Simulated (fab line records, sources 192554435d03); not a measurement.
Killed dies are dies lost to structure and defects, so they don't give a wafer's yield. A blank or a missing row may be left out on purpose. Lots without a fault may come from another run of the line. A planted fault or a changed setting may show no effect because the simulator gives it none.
Which tool did it? | flow n5_finfet | 24 lots, 72 wafers sampled, at 4 steps of a route of 1938

WHAT THE GAUGES READ, wafer by wafer
N5_BEOL_M11_CD_MEAS_35: target cd 70 nm.
lot  | measured     | on        | cd_nm (nm)
L074 | day 11 15:26 | cd_sem-01 | 70.3 69.4 69.6
L079 | day 11 19:50 | cd_sem-02 | 70.9 70.3 70.7
L077 | day 11 21:59 | cd_sem-03 | 70.0 69.8 70.9
L076 | day 11 22:09 | cd_sem-02 | 69.9 70.1 69.4
L075 | day 12 04:24 | cd_sem-02 | 69.8 69.9 69.5
L078 | day 12 11:53 | cd_sem-03 | 70.3 70.1 70.5
L080 | day 12 21:21 | cd_sem-01 | 70.5 70.2 70.0
L081 | day 13 01:43 | cd_sem-01 | 69.7 70.0 70.7
L082 | day 14 00:56 | cd_sem-01 | 69.6 70.2 69.8
L085 | day 14 04:19 | cd_sem-03 | 70.4 70.0 70.4
L084 | day 15 11:24 | cd_sem-03 | 70.3 69.8 70.6
L086 | day 15 14:19 | cd_sem-03 | 69.7 70.0 69.6
L089 | day 15 20:38 | cd_sem-03 | 70.4 69.6 69.3
L083 | day 16 01:26 | cd_sem-03 | 70.4 70.6 71.3
L088 | day 16 05:50 | cd_sem-01 | 71.4 70.7 70.3
L087 | day 16 08:15 | cd_sem-02 | 70.1 70.2 70.5
L090 | day 16 12:57 | cd_sem-03 | 70.4 70.1 70.4
L093 | day 17 08:18 | cd_sem-01 | 70.7 69.8 70.0
L092 | day 17 11:29 | cd_sem-01 | 69.3 69.0 69.9
L091 | day 17 18:01 | cd_sem-02 | 70.2 69.9 70.2
L094 | day 17 18:28 | cd_sem-02 | 71.0 70.2 70.2
L097 | day 18 01:13 | cd_sem-03 | 69.2 69.9 69.7
L095 | day 18 04:25 | cd_sem-01 | 69.8 70.3 69.8
L096 | day 18 19:25 | cd_sem-03 | 70.0 69.9 69.4

N5_BEOL_M12_THK_MEAS_01.
lot  | measured     | on            | M12_ILD_THK (nm)
L074 | day 11 17:43 | film_metro-02 | 652 654 661
L079 | day 11 22:44 | film_metro-01 | 645 650 660
L077 | day 12 00:18 | film_metro-02 | 649 662 666
L076 | day 12 00:31 | film_metro-02 | 656 664 674
L075 | day 12 06:55 | film_metro-02 | 654 659 670
L078 | day 12 15:46 | film_metro-02 | 651 661 662
L080 | day 13 00:27 | film_metro-01 | 649 658 665
L081 | day 13 04:34 | film_metro-02 | 654 650 665
L082 | day 14 05:08 | film_metro-01 | 652 653 656
L085 | day 14 06:22 | film_metro-01 | 657 648 666
L084 | day 15 15:28 | film_metro-01 | 653 663 661
L086 | day 15 16:26 | film_metro-01 | 666 666 677
L089 | day 15 22:52 | film_metro-02 | 657 650 664
L083 | day 16 04:14 | film_metro-01 | 652 667 656
L088 | day 16 09:02 | film_metro-01 | 659 663 674
L087 | day 16 11:16 | film_metro-01 | 660 665 669
L090 | day 16 15:59 | film_metro-01 | 669 665 673
L093 | day 17 11:22 | film_metro-02 | 655 662 666
L092 | day 17 14:13 | film_metro-02 | 646 654 669
L091 | day 17 21:14 | film_metro-01 | 655 649 662
L094 | day 17 20:47 | film_metro-01 | 651 660 660
L097 | day 18 05:33 | film_metro-01 | 642 653 664
L095 | day 18 06:52 | film_metro-01 | 670 675 665
L096 | day 18 22:30 | film_metro-01 | 663 656 663

WHICH TOOL RAN EACH LOT (tool, then ch and the chambers of the sampled wafers, then the start)
lot  | N5_BEOL_M11_PRE_CLEAN_45     | N5_BEOL_M11_SURFACE_TREAT_76
L074 | pvd_sputter-01, day 11 15:51 | pvd_sputter-03, day 11 16:15
L079 | pvd_sputter-03, day 11 20:47 | pvd_sputter-01, day 11 21:19
L077 | pvd_sputter-01, day 11 22:30 | pvd_sputter-01, day 11 22:55
L076 | pvd_sputter-01, day 11 22:35 | pvd_sputter-01, day 11 22:58
L075 | pvd_sputter-01, day 12 04:49 | pvd_sputter-01, day 12 05:09
L078 | pvd_sputter-03, day 12 12:17 | pvd_sputter-01, day 12 13:56
L080 | pvd_sputter-01, day 12 22:23 | pvd_sputter-01, day 12 22:49
L081 | pvd_sputter-02, day 13 02:17 | pvd_sputter-03, day 13 02:38
L082 | pvd_sputter-03, day 14 01:25 | pvd_sputter-03, day 14 01:55
L085 | pvd_sputter-01, day 14 04:43 | pvd_sputter-01, day 14 05:03
L084 | pvd_sputter-01, day 15 12:17 | pvd_sputter-03, day 15 13:37
L086 | pvd_sputter-02, day 15 14:46 | pvd_sputter-02, day 15 15:08
L089 | pvd_sputter-02, day 15 21:04 | pvd_sputter-01, day 15 21:26
L083 | pvd_sputter-02, day 16 01:50 | pvd_sputter-01, day 16 02:35
L088 | pvd_sputter-03, day 16 06:33 | pvd_sputter-01, day 16 07:15
L087 | pvd_sputter-02, day 16 09:28 | pvd_sputter-01, day 16 09:49
L090 | pvd_sputter-01, day 16 13:55 | pvd_sputter-01, day 16 14:24
L093 | pvd_sputter-02, day 17 09:00 | pvd_sputter-02, day 17 09:52
L092 | pvd_sputter-02, day 17 12:28 | pvd_sputter-02, day 17 12:49
L091 | pvd_sputter-03, day 17 18:58 | pvd_sputter-02, day 17 19:23
L094 | pvd_sputter-01, day 17 19:02 | pvd_sputter-03, day 17 19:27
L097 | pvd_sputter-02, day 18 02:05 | pvd_sputter-02, day 18 02:27
L095 | pvd_sputter-02, day 18 04:56 | pvd_sputter-03, day 18 05:20
L096 | pvd_sputter-03, day 18 20:24 | pvd_sputter-03, day 18 21:01
- N5_BEOL_M11_PRE_CLEAN_45: time 30 s.
- N5_BEOL_M11_SURFACE_TREAT_76

WHAT THE TOOLS THEMSELVES READ (means of the sampled wafers that have a number; where no wafer has one, the mark that the record gives instead)
N5_BEOL_M11_PRE_CLEAN_45.
lot  | tool           | heater_power_w (W)
L074 | pvd_sputter-01 | 345
L079 | pvd_sputter-03 | 348
L077 | pvd_sputter-01 | 355
L076 | pvd_sputter-01 | 350
L075 | pvd_sputter-01 | 325
L078 | pvd_sputter-03 | 347
L080 | pvd_sputter-01 | 352
L081 | pvd_sputter-02 | 395
L082 | pvd_sputter-03 | 317
L085 | pvd_sputter-01 | 326
L084 | pvd_sputter-01 | 345
L086 | pvd_sputter-02 | 376
L089 | pvd_sputter-02 | 386
L083 | pvd_sputter-02 | 375
L088 | pvd_sputter-03 | 345
L087 | pvd_sputter-02 | 395
L090 | pvd_sputter-01 | 386
L093 | pvd_sputter-02 | 408
L092 | pvd_sputter-02 | 376
L091 | pvd_sputter-03 | 352
L094 | pvd_sputter-01 | 340
L097 | pvd_sputter-02 | 391
L095 | pvd_sputter-02 | 392
L096 | pvd_sputter-03 | 312

THE ANSWER, worked out from the rows above alone
Rule: what is usual is taken from the lots themselves. Put in order of their means at a reading, lots are off if they are a third of the lots or fewer, leave a main group of 4 or more, and stand apart from it by a gap of 3 or more times the standard deviation of the main group's means; of several such gaps the widest counts. A main group whose means are all the same, to the digits that the tables above print for the reading, isn't used. A lot without any number at a reading at which 4 lots or more have one is off too. The other lots that the step has rows for count as sound. The gauges are gone through in route order, then the tools' own readings, and for those a lot's mean is taken as printed above. The first step at which some lot is off is used, and at that step the reading that is off furthest; a lot without a number counts as furthest.
No lot is off at any reading shown: from this, nothing can be told.

WHAT THE SIMULATOR HAD PUT IN
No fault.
